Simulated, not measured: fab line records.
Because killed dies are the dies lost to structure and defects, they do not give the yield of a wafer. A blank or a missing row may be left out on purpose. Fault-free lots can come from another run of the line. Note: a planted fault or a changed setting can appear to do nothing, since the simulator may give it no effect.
fab line records -- flow nandHarc -- part 1 of 2: steps 1 to 39 of 49
[record] lots = 5, wafers = 15, lastDay = 32
route steps=1302 shown P_ZERO_WELL@40 P_STI@69
lots untouched by any fault: they come from a run of this same line in which no faults occurred
startH: the number of hours between the record's first day and the start of the first shown wafer of the lot -- waitH: time in hours since the lot's previous step -- " repeats the value in the row above -- L1.1+2: a single row standing in for several wafers -- - no value, or no start was given -- * or withheld: withheld -- < > ~ a bound
route shown NAME@n: names a module that has steps shown in the file, with the first one's number in the route -- usual: mean and standard deviation over wafers with no fault -- same: alike in all rows -- chamber/n: place in a boat -- sites: readings site by site -- _std_site: the values' standard deviation -- _edge_site: the outer-site mean with the inner-site mean subtracted -- radiusMm: how far each site lies from the wafer's centre -- mask NAME#n: copy n -- behind: the tool/chamber that last shaped the wafer -- hold: why the lot was held/for how many hours/how that ended -- device: transistor that didn't switch, given as n, p or np -- end of line: tests of these same wafers at the route's end -- a step without rows: its recipe alone -- killed: dies lost to structure and defects at the first sort, not the wafer's yield -- map: a wafer's dies, marking killed ones x, the rest . and places with no die _
set.NAME: the setting the step ran with; set.NAME@STEP: the setting that earlier step ran with -- model.NAME: the simulator's own value behind a step, which no gauge read
a table for each step, a row for each wafer; lots at some steps of the route
services: when a tool's chamber went out of use (startH, in hours from the record's first day, below 0 if earlier), for how many hours, and the reason
[[steps]]
[step NHARC_P_ZERO_WELL_EBR_33]
lot.wafer,tool,chamber,startH,waitH
L080.1+2+3,lithoTrack-07,0,-,-
L083.2+3+5,lithoTrack-05,0,-,-
L084.3+4+5,lithoTrack-07,0,-,-
L089.1+2+3,lithoTrack-03,0,-,-
L094.1+2+3,lithoTrack-05,0,-,-
[step NHARC_P_ZERO_WELL_EXPOSE_34]
[recipe] na = 0.6, targetCdNm = 720, doseMj = 22.31, maskId = P_PWELL
lot.wafer,tool,chamber,startH,waitH,mask
L080.1+2+3,krfScanner-03,0,84.10,-,P_PWELL#0
L083.2+3+5,krfScanner-02,0,113.82,-,P_PWELL#0
L084.3+4+5,krfScanner-03,0,124.10,-,P_PWELL#0
L089.1+2+3,krfScanner-03,0,173.97,-,P_PWELL#0
L094.1+2+3,krfScanner-01,0,223.98,-,P_PWELL#0
[step NHARC_P_ZERO_WELL_PEB_35]
[recipe] pebTempC = 118, pebTimeS = 85
lot.wafer,tool,chamber,startH,waitH
L080.1+2+3,lithoTrack-05,0,84.17,0.1
L083.2+3+5,lithoTrack-07,0,113.88,0.1
L084.3+4+5,lithoTrack-03,0,124.16,0.1
L089.1+2+3,lithoTrack-07,0,174.03,0.1
L094.1+2+3,lithoTrack-07,0,224.05,0.1
[step NHARC_P_ZERO_WELL_DEVELOP_36]
[recipe] timeS = 70
lot.wafer,tool,chamber,startH,waitH
L080.1+2+3,lithoTrack-05,0,-,-
L083.2+3+5,lithoTrack-07,0,-,-
L084.3+4+5,lithoTrack-03,0,-,-
L089.1+2+3,lithoTrack-07,0,-,-
L094.1+2+3,lithoTrack-07,0,-,-
[step NHARC_P_ZERO_WELL_CD_MEAS_37]
[recipe] targetCdNm = 720, landingEnergyEv = 500
[usual] cdNm = 721.1/2.8
lot.wafer,tool,chamber,startH,waitH,cdNm
L080.1,cdSem-03,0,84.26,-,724.8
L080.2,cdSem-03,0,84.26,-,722.1
L080.3,cdSem-03,0,84.26,-,719.8
L083.2,cdSem-01,0,113.97,-,718.0
L083.3,cdSem-01,0,113.97,-,725.1
L083.5,cdSem-01,0,113.97,-,723.1
L084.3,cdSem-03,0,124.25,-,720.3
L084.4,cdSem-03,0,124.25,-,718.3
L084.5,cdSem-03,0,124.25,-,719.7
L089.1,cdSem-02,0,174.12,-,724.5
L089.2,cdSem-02,0,174.12,-,722.4
L089.3,cdSem-02,0,174.12,-,719.3
L094.1,cdSem-03,0,224.14,-,721.7
L094.2,cdSem-03,0,224.14,-,719.5
L094.3,cdSem-03,0,224.14,-,720.7
[step NHARC_P_ZERO_WELL_HARDBAKE_38]
[recipe] tempC = 125, timeS = 80
lot.wafer,tool,chamber,startH,waitH
L080.1+2+3,lithoTrack-03,0,84.34,-
L083.2+3+5,lithoTrack-05,0,114.05,-
L084.3+4+5,lithoTrack-07,0,124.33,-
L089.1+2+3,lithoTrack-05,0,174.20,-
L094.1+2+3,lithoTrack-05,0,224.22,-
[step NHARC_P_ZERO_WELL_DESCUM_39]
[recipe] timeS = 3, o2FlowSccm = 200, arFlowSccm = 0, biasPowerW = 0, chemistry = O2
[usual] drypumpMotorCurrentA = 5.6/0.45, oesProductAu = 1.002/0.012, rfVppV = 57.7/0.86, showerheadPlenumPTorr = 1.90/0.068, throttleValvePct = 11.311/0.0098
lot.wafer,tool,chamber,startH,waitH,drypumpMotorCurrentA,oesProductAu,rfHoursCounterH,rfVppV,showerheadPlenumPTorr,throttleValvePct
L080.3,rieDiel-04,3,84.42,-,5.4,1.011,24,56.1,1.84,11.326
L080.2,rieDiel-04,0,84.42,-,6.0,1.005,23,57.3,1.97,11.302
L080.1,rieDiel-04,2,84.42,-,5.2,1.013,27,57.7,1.95,11.308
L083.3,rieDiel-12,2,114.14,-,5.1,1.013,3,56.8,1.96,11.314
L083.2,rieDiel-12,3,114.14,-,6.1,1.011,4,58.7,1.97,11.319
L083.5,rieDiel-12,2,114.14,-,5.1,1.014,-,57.9,1.96,11.307
L084.3,rieDiel-13,2,124.41,-,5.7,0.991,44,57.4,1.79,11.306
L084.5,rieDiel-13,0,124.41,-,4.7,1.023,-,57.5,2.01,11.310
L084.4,rieDiel-13,1,124.41,-,6.2,1.000,-,58.2,1.85,11.307
L089.1,rieDiel-04,1,174.28,-,5.5,0.990,55,59.2,1.90,11.307
L089.2,rieDiel-04,3,174.28,-,5.4,0.998,61,56.3,1.83,11.309
L089.3,rieDiel-04,0,174.28,-,5.9,0.987,52,56.4,1.96,11.295
L094.1,rieDiel-12,1,224.30,-,5.4,1.024,37,58.0,1.78,11.309
L094.2,rieDiel-12,2,224.30,-,5.1,0.998,42,59.3,1.95,11.304
L094.3,rieDiel-12,3,224.30,-,6.1,0.985,35,55.8,1.96,11.300
[step NHARC_P_ZERO_WELL_IMPLANT_40]
[recipe] energyKev = 300, doseCm2 = 1e+13, tiltDeg = 7
lot.wafer,tool,chamber,startH,waitH
L080.1+2+3,implanter-02,0,84.57,0.1
L083.2+3+5,implanter-01,0,114.30,0.1
L084.3+4+5,implanter-02,0,124.65,0.2
L089.1+2+3,implanter-01,0,174.43,0.1
L094.1+2+3,implanter-01,0,224.45,0.1
[step NHARC_P_ZERO_WELL_IMPLANT_59]
[recipe] energyKev = 120, doseCm2 = 5e+12, tiltDeg = 7
lot.wafer,tool,chamber,startH,waitH
L080.1+2+3,implanter-02,0,84.75,0.2
L083.2+3+5,implanter-01,0,114.48,0.2
L084.3+4+5,implanter-02,0,124.82,0.1
L089.1+2+3,implanter-01,0,174.61,0.1
L094.1+2+3,implanter-01,0,224.63,0.1
[step NHARC_P_ZERO_WELL_IMPLANT_60]
[recipe] energyKev = 30, doseCm2 = 2e+12, tiltDeg = 7
lot.wafer,tool,chamber,startH,waitH
L080.1+2+3,implanter-02,0,84.93,0.2
L083.2+3+5,implanter-01,0,114.67,0.2
L084.3+4+5,implanter-02,0,125.01,0.2
L089.1+2+3,implanter-01,0,174.79,0.1
L094.1+2+3,implanter-01,0,224.80,0.1
[step NHARC_P_ZERO_WELL_STRIP_41]
[recipe] timeS = 840, tempC = 130, chemistry = SPM
lot.wafer,tool,chamber,startH,waitH
L080.1+2+3,wetBench-06,"7,0,3",85.15,0.2
L083.2+3+5,wetBench-06,"4,6,1",114.84,0.1
L084.5+3+4,wetBench-01,"0,1,4",125.17,0.1
L089.3+1+2,wetBench-01,"3,5,7",175.00,0.1
L094.3+1+2,wetBench-02,"7,0,1",225.04,0.1
[step NHARC_P_ZERO_WELL_DEHYDRATE_44]
[recipe] tempC = 150, timeS = 120
lot.wafer,tool,chamber,startH,waitH
L080.1+2+3,lithoTrack-07,0,85.48,-
L083.2+3+5,lithoTrack-05,0,115.18,-
L084.3+4+5,lithoTrack-07,0,125.49,-
L089.1+2+3,lithoTrack-03,0,175.33,-
L094.1+2+3,lithoTrack-07,0,225.35,-
[step NHARC_P_ZERO_WELL_HMDS_45]
[recipe] timeS = 30
lot.wafer,tool,chamber,startH,waitH
L080.1+2+3,lithoTrack-07,0,-,-
L083.2+3+5,lithoTrack-05,0,-,-
L084.3+4+5,lithoTrack-07,0,-,-
L089.1+2+3,lithoTrack-03,0,-,-
L094.1+2+3,lithoTrack-07,0,-,-
[step NHARC_P_ZERO_WELL_COAT_46]
[recipe] spinRpm = withheld
lot.wafer,tool,chamber,startH,waitH
L080.1+2+3,lithoTrack-07,0,-,-
L083.2+3+5,lithoTrack-05,0,-,-
L084.3+4+5,lithoTrack-07,0,-,-
L089.1+2+3,lithoTrack-03,0,-,-
L094.1+2+3,lithoTrack-07,0,-,-
[step NHARC_P_ZERO_WELL_SOFTBAKE_47]
[recipe] tempC = 122, timeS = 95
lot.wafer,tool,chamber,startH,waitH
L080.1+2+3,lithoTrack-07,0,-,-
L083.2+3+5,lithoTrack-05,0,-,-
L084.3+4+5,lithoTrack-07,0,-,-
L089.1+2+3,lithoTrack-03,0,-,-
L094.1+2+3,lithoTrack-07,0,-,-
[step NHARC_P_ZERO_WELL_EBR_48]
lot.wafer,tool,chamber,startH,waitH
L080.1+2+3,lithoTrack-07,0,-,-
L083.2+3+5,lithoTrack-05,0,-,-
L084.3+4+5,lithoTrack-07,0,-,-
L089.1+2+3,lithoTrack-03,0,-,-
L094.1+2+3,lithoTrack-07,0,-,-
[step NHARC_P_ZERO_WELL_EXPOSE_49]
[recipe] na = 0.6, targetCdNm = 2000, doseMj = 22.64, maskId = P_HVPW
lot.wafer,tool,chamber,startH,waitH,mask
L080.1+2+3,krfScanner-03,0,85.62,-,P_HVPW#0
L083.2+3+5,krfScanner-02,0,115.45,-,P_HVPW#0
L084.3+4+5,krfScanner-03,0,125.77,-,P_HVPW#0
L089.1+2+3,krfScanner-03,0,175.60,-,P_HVPW#0
L094.1+2+3,krfScanner-02,0,225.62,-,P_HVPW#0
[step NHARC_P_ZERO_WELL_PEB_50]
[recipe] pebTempC = 118, pebTimeS = 85
lot.wafer,tool,chamber,startH,waitH
L080.1+2+3,lithoTrack-03,0,85.69,0.1
L083.2+3+5,lithoTrack-03,0,115.51,0.1
L084.3+4+5,lithoTrack-03,0,125.83,0.1
L089.1+2+3,lithoTrack-05,0,175.67,0.1
L094.1+2+3,lithoTrack-05,0,225.68,0.1
[step NHARC_P_ZERO_WELL_DEVELOP_51]
[recipe] timeS = 70
lot.wafer,tool,chamber,startH,waitH
L080.1+2+3,lithoTrack-03,0,-,-
L083.2+3+5,lithoTrack-03,0,-,-
L084.3+4+5,lithoTrack-03,0,-,-
L089.1+2+3,lithoTrack-05,0,-,-
L094.1+2+3,lithoTrack-05,0,-,-
[step NHARC_P_ZERO_WELL_CD_MEAS_52]
[recipe] targetCdNm = 2000, landingEnergyEv = 500
[usual] cdNm = 2000.7/3
lot.wafer,tool,chamber,startH,waitH,cdNm
L080.1,cdSem-01,0,85.78,-,2005.6
L080.2,cdSem-01,0,85.78,-,1999.4
L080.3,cdSem-01,0,85.78,-,2001.4
L083.2,cdSem-01,0,115.61,-,2001.4
L083.3,cdSem-01,0,115.61,-,2002.1
L083.5,cdSem-01,0,115.61,-,2004.8
L084.3,cdSem-02,0,125.92,-,2000.2
L084.4,cdSem-02,0,125.92,-,2001.0
L084.5,cdSem-02,0,125.92,-,1998.2
L089.1,cdSem-02,0,175.76,-,1994.8
L089.2,cdSem-02,0,175.76,-,1998.0
L089.3,cdSem-02,0,175.76,-,1995.8
L094.1,cdSem-03,0,225.77,-,1996.2
L094.2,cdSem-03,0,225.77,-,1996.2
L094.3,cdSem-03,0,225.77,-,1999.5
[step NHARC_P_ZERO_WELL_HARDBAKE_53]
[recipe] tempC = 125, timeS = 80
lot.wafer,tool,chamber,startH,waitH
L080.1+2+3,lithoTrack-07,0,85.86,-
L083.2+3+5,lithoTrack-05,0,115.70,-
L084.3+4+5,lithoTrack-03,0,126.00,-
L089.1+2+3,lithoTrack-05,0,175.84,-
L094.1+2+3,lithoTrack-03,0,225.85,-
[step NHARC_P_ZERO_WELL_DESCUM_54]
[recipe] timeS = 3, o2FlowSccm = 200, arFlowSccm = 0, biasPowerW = 0, chemistry = O2
[usual] drypumpMotorCurrentA = 5.6/0.46, oesProductAu = 1.003/0.014, rfVppV = 57.6/0.93, showerheadPlenumPTorr = 1.90/0.069, throttleValvePct = 11.312/0.01
lot.wafer,tool,chamber,startH,waitH,drypumpMotorCurrentA,oesProductAu,rfHoursCounterH,rfVppV,showerheadPlenumPTorr,throttleValvePct
L080.3,rieDiel-12,1,85.95,-,5.4,1.004,50,56.0,1.79,11.324
L080.1,rieDiel-12,2,85.95,-,5.1,0.983,55,58.4,1.96,11.310
L080.2,rieDiel-12,3,85.95,-,6.1,0.999,50,57.2,1.97,11.307
L083.3,rieDiel-04,3,115.80,-,5.3,1.018,37,58.2,1.84,11.295
L083.2,rieDiel-04,0,115.80,-,6.0,1.011,36,58.3,1.96,11.313
L083.5,rieDiel-04,1,115.80,-,5.5,1.013,-,56.9,1.90,11.306
L084.3,rieDiel-04,1,126.08,-,5.5,0.991,40,59.6,1.90,11.291
L084.4,rieDiel-04,0,126.08,-,6.0,0.996,39,57.2,1.96,11.310
L084.5,rieDiel-04,2,126.08,-,5.1,1.016,-,57.8,1.95,11.311
L089.2,rieDiel-04,1,175.92,-,5.5,0.990,55,58.7,1.90,11.314
L089.3,rieDiel-04,2,175.92,-,5.2,1.018,61,57.0,1.94,11.332
L089.1,rieDiel-04,0,175.92,-,5.9,0.988,52,58.0,1.96,11.320
L094.3,rieDiel-04,0,225.94,-,6.0,0.995,16,59.0,1.95,11.320
L094.2,rieDiel-04,1,225.94,-,5.5,0.995,15,58.2,1.89,11.307
L094.1,rieDiel-04,2,225.94,-,5.2,1.025,14,57.9,1.94,11.316
[step NHARC_P_ZERO_WELL_IMPLANT_55]
[recipe] energyKev = 180, doseCm2 = 8e+11, tiltDeg = 7
lot.wafer,tool,chamber,startH,waitH
L080.1+2+3,implanter-01,0,86.09,0.1
L083.2+3+5,implanter-02,0,115.95,0.1
L084.3+4+5,implanter-01,0,126.28,0.2
L089.1+2+3,implanter-01,0,176.09,0.1
L094.1+2+3,implanter-01,0,226.08,0.1
[step NHARC_P_ZERO_WELL_IMPLANT_61]
[recipe] energyKev = 30, doseCm2 = 5e+11, tiltDeg = 7
lot.wafer,tool,chamber,startH,waitH
L080.1+2+3,implanter-01,0,86.26,0.1
L083.2+3+5,implanter-02,0,116.13,0.1
L084.3+4+5,implanter-01,0,126.46,0.1
L089.1+2+3,implanter-01,0,176.27,0.1
L094.1+2+3,implanter-01,0,226.26,0.2
[step NHARC_P_ZERO_WELL_STRIP_56]
[recipe] timeS = 840, tempC = 130, chemistry = SPM
lot.wafer,tool,chamber,startH,waitH
L080.1+2+3,wetBench-01,"3,5,6",86.49,0.2
L083.5+2+3,wetBench-02,"6,0,2",116.31,0.1
L084.3+4+5,wetBench-01,"5,0,1",126.61,0.1
L089.1+2+3,wetBench-06,"2,5,7",176.48,0.2
L094.2+1+3,wetBench-06,"5,7,2",226.47,0.2
[step NHARC_P_ZERO_WELL_PRECLEAN_68]
[recipe] timeS = 60, tempC = 50, bathAgeMin = 0, chemistry = SC1
lot.wafer,tool,chamber,startH,waitH
L080.1+2+3,wetBench-01,"3,5,6",-,-
L083.5+2+3,wetBench-02,"6,0,2",-,-
L084.3+4+5,wetBench-01,"5,0,1",-,-
L089.1+2+3,wetBench-06,"2,5,7",-,-
L094.2+1+3,wetBench-06,"5,7,2",-,-
[step NHARC_P_ZERO_WELL_SRD_69]
lot.wafer,tool,chamber,startH,waitH
L080.1+2+3,wetBench-01,"3,5,6",-,-
L083.5+2+3,wetBench-02,"6,0,2",-,-
L084.3+4+5,wetBench-01,"5,0,1",-,-
L089.1+2+3,wetBench-06,"2,5,7",-,-
L094.2+1+3,wetBench-06,"5,7,2",-,-
[step NHARC_P_ZERO_WELL_RTA_42]
[recipe] tempC = 1100, timeS = 300
[usual] annealTempCMax = 1106.5/1.3, lampPowerPct = 33.5/1.2, lamp_zone_2_pct = 33.5/1.2, wafer_temp_C_max = 1104.6/1.5
lot.wafer,tool,chamber,startH,waitH,annealTempCMax,lampPowerPct,lamp_zone_2_pct,wafer_temp_C_max
L080.1,rtpAnneal-02,0,86.93,-,1106.8,32.7,32.7,1106.8
L080.2,rtpAnneal-02,0,86.93,-,1106.9,32.7,32.7,1105.4
L080.3,rtpAnneal-02,0,86.93,-,1106.4,32.7,32.7,1105.2
L083.2,rtpAnneal-01,0,116.86,-,1106.7,35.1,35.0,1102.7
L083.3,rtpAnneal-01,0,116.86,-,1108.2,35.0,35.1,1104.2
L083.5,rtpAnneal-01,0,116.86,-,1105.3,35.1,35.2,1102.6
L084.3,rtpAnneal-02,0,127.27,-,1107.3,32.7,32.7,1104.9
L084.4,rtpAnneal-02,0,127.27,-,1106.9,32.7,32.7,1105.0
L084.5,rtpAnneal-02,0,127.27,-,1109.4,32.7,32.7,1104.8
L089.1,rtpAnneal-01,0,176.92,-,1104.7,35.1,35.2,1103.2
L089.2,rtpAnneal-01,0,176.92,-,1108.1,35.1,35.2,1104.1
L089.3,rtpAnneal-01,0,176.92,-,1105.1,35.2,35.2,1103.9
L094.1,rtpAnneal-02,0,226.91,-,1105.2,32.6,32.6,1104.9
L094.2,rtpAnneal-02,0,226.91,-,1107.8,32.6,32.7,1105.4
L094.3,rtpAnneal-02,0,226.91,-,1106.0,32.6,32.7,1108.3
[step NHARC_P_ZERO_WELL_INSPECT_43]
[usual] rawDefectCount = 13/6.2
lot.wafer,tool,chamber,startH,waitH,rawDefectCount
L080.1,defectInspect-01,-,87.61,0.6,8
L080.2,defectInspect-01,-,87.61,0.6,18
L080.3,defectInspect-01,-,87.61,0.6,7
L083.2,defectInspect-02,-,117.42,0.5,9
L083.3,defectInspect-02,-,117.42,0.5,13
L083.5,defectInspect-02,-,117.42,0.5,15
L084.3,defectInspect-02,-,127.73,0.4,14
L084.4,defectInspect-02,-,127.73,0.4,3
L084.5,defectInspect-02,-,127.73,0.4,22
L089.1,defectInspect-01,-,177.60,0.6,22
L089.2,defectInspect-01,-,177.60,0.6,20
L089.3,defectInspect-01,-,177.60,0.6,22
L094.1,defectInspect-01,-,227.58,0.6,7
L094.2,defectInspect-01,-,227.58,0.6,10
L094.3,defectInspect-01,-,227.58,0.6,27
[step NHARC_P_STI_ETCH_26]
[recipe] targetDepthA = 110, chemistry = dHF, material = SiO2
lot.wafer,tool,chamber,startH,waitH
L080.3+1+2,wetBench-04,"4,0,1",87.66,0.0
L083.3+2+5,wetBench-05,"1,3,4",117.47,0.0
L084.5+3+4,wetBench-05,"2,3,5",127.78,0.0
L089.3+1+2,wetBench-04,"7,0,2",177.67,0.1
L094.1+2+3,wetBench-04,"4,6,0",227.64,0.1
[step NHARC_P_STI_PRECLEAN_27]
[recipe] timeS = *, tempC = 50, bathAgeMin = 0, chemistry = SC1
lot.wafer,tool,chamber,startH,waitH
L080.3+1+2,wetBench-04,"4,0,1",87.73,0.1
L083.3+2+5,wetBench-05,"1,3,4",117.53,0.1
L084.5+3+4,wetBench-05,"2,3,5",127.85,0.1
L089.3+1+2,wetBench-04,"7,0,2",177.73,0.0
L094.1+2+3,wetBench-04,"4,6,0",227.70,0.0
[step NHARC_P_STI_SRD_28]
lot.wafer,tool,chamber,startH,waitH
L080.3+1+2,wetBench-04,"4,0,1",-,-
L083.3+2+5,wetBench-05,"1,3,4",-,-
L084.5+3+4,wetBench-05,"2,3,5",-,-
L089.3+1+2,wetBench-04,"7,0,2",-,-
L094.1+2+3,wetBench-04,"4,6,0",-,-
[step NHARC_P_STI_OXIDE_29]
[recipe] targetThkA = 100, tempC = 900, oxTimeS = 1362, material = SiO2
[usual] tubeCenterTempC = 900/0.083, zonePowerLowerPct = 18.5/0.51
lot.wafer,tool,chamber,startH,waitH,tubeCenterTempC,zonePowerLowerPct
L080.1,furnace-05,0,93.84,-,899.97,18.7
L080.2,furnace-05,0,93.84,-,900.09,19.1
L080.3,furnace-05,0,93.84,-,900.05,18.6
L083.2,furnace-08,0,123.46,-,900,17.7
L083.3,furnace-08,0,123.46,-,900.03,18.1
L083.5,furnace-08,0,123.46,-,900.13,18.0
L084.3,furnace-07,0,134.36,-,900.04,18.8
L084.4,furnace-07,0,134.36,-,900.06,18.7
L084.5,furnace-07,0,134.36,-,899.95,18.5
L089.1,furnace-05,0,183.06,-,899.89,19.0
L089.2,furnace-05,0,183.06,-,899.93,18.9
L089.3,furnace-05,0,183.06,-,900.03,19.1
L094.1,furnace-05,0,234.13,-,899.89,18.5
L094.2,furnace-05,0,234.13,-,899.99,19.2
L094.3,furnace-05,0,234.13,-,899.97,18.6
[step NHARC_P_STI_HM_DEP_30]
[recipe] targetThkA = 800, tempC = 790, pressureMtorr = 300, timeS = 873, material = Si3N4
[usual] zonePowerLowerPct = 13.7/0.54
lot.wafer,tool,chamber,startH,waitH,zonePowerLowerPct
L080.1,lpcvd-01,1,101.01,3.5,14.5
L080.2,lpcvd-01,1,101.01,3.5,14.0
L080.3,lpcvd-01,1,101.01,3.5,14.2
L083.2,lpcvd-02,0,130.59,3.5,13.8
L083.3,lpcvd-02,0,130.59,3.5,14.0
L083.5,lpcvd-02,0,130.59,3.5,14.0
L084.3,lpcvd-02,1,141.58,3.5,13.0
L084.4,lpcvd-02,1,141.58,3.5,12.8
L084.5,lpcvd-02,1,141.58,3.5,12.9
L089.1,lpcvd-01,1,190.23,3.5,14.2
L089.2,lpcvd-01,1,190.23,3.5,13.9
L089.3,lpcvd-01,1,190.23,3.5,14.2
L094.1,lpcvd-01,0,241.26,3.5,13.5
L094.2,lpcvd-01,0,241.26,3.5,13.7
L094.3,lpcvd-01,0,241.26,3.5,13.6
[step NHARC_P_STI_DEHYDRATE_01]
[recipe] tempC = 150, timeS = 120
lot.wafer,tool,chamber,startH,waitH
L080.1+2+3,lithoTrack-05,0,104.69,0.4
L083.2+3+5,lithoTrack-02,0,134.25,0.4
L084.3+4+5,lithoTrack-02,0,145.25,0.4
L089.1+2+3,lithoTrack-05,0,193.83,0.4
L094.1+2+3,lithoTrack-03,0,244.95,0.4
[step NHARC_P_STI_HMDS_02]
[recipe] timeS = 30
lot.wafer,tool,chamber,startH,waitH
L080.1+2+3,lithoTrack-05,0,-,-
L083.2+3+5,lithoTrack-02,0,-,-
L084.3+4+5,lithoTrack-02,0,-,-
L089.1+2+3,lithoTrack-05,0,-,-
L094.1+2+3,lithoTrack-03,0,-,-
[step NHARC_P_STI_COAT_41]
[recipe] tempC = 200, timeS = 65
lot.wafer,tool,chamber,startH,waitH
L080.1+2+3,lithoTrack-05,0,-,-
L083.2+3+5,lithoTrack-02,0,-,-
L084.3+4+5,lithoTrack-02,0,-,-
L089.1+2+3,lithoTrack-05,0,-,-
L094.1+2+3,lithoTrack-03,0,-,-
[step NHARC_P_STI_COAT_03]
[recipe] spinRpm = 2000, resistThkNm = 600
[usual] dispensePressureKPa = 47.3/1.6
lot.wafer,tool,chamber,startH,waitH,dispensePressureKPa
L080.1,lithoTrack-05,0,-,-,48.0
L080.2,lithoTrack-05,0,-,-,48.0
L080.3,lithoTrack-05,0,-,-,48.0
L083.2,lithoTrack-02,0,-,-,45.5
L083.3,lithoTrack-02,0,-,-,45.6
L083.5,lithoTrack-02,0,-,-,45.5
L084.3,lithoTrack-02,0,-,-,45.6
L084.4,lithoTrack-02,0,-,-,45.6
L084.5,lithoTrack-02,0,-,-,45.5
L089.1,lithoTrack-05,0,-,-,48.0
L089.2,lithoTrack-05,0,-,-,48.0
L089.3,lithoTrack-05,0,-,-,48.0
L094.1,lithoTrack-03,0,-,-,50.3
L094.2,lithoTrack-03,0,-,-,50.3
L094.3,lithoTrack-03,0,-,-,50.3
[step NHARC_P_STI_SOFTBAKE_04]
[recipe] tempC = 125, timeS = 70
lot.wafer,tool,chamber,startH,waitH
L080.1+2+3,lithoTrack-05,0,-,-
L083.2+3+5,lithoTrack-02,0,-,-
L084.3+4+5,lithoTrack-02,0,-,-
L089.1+2+3,lithoTrack-05,0,-,-
L094.1+2+3,lithoTrack-03,0,-,-
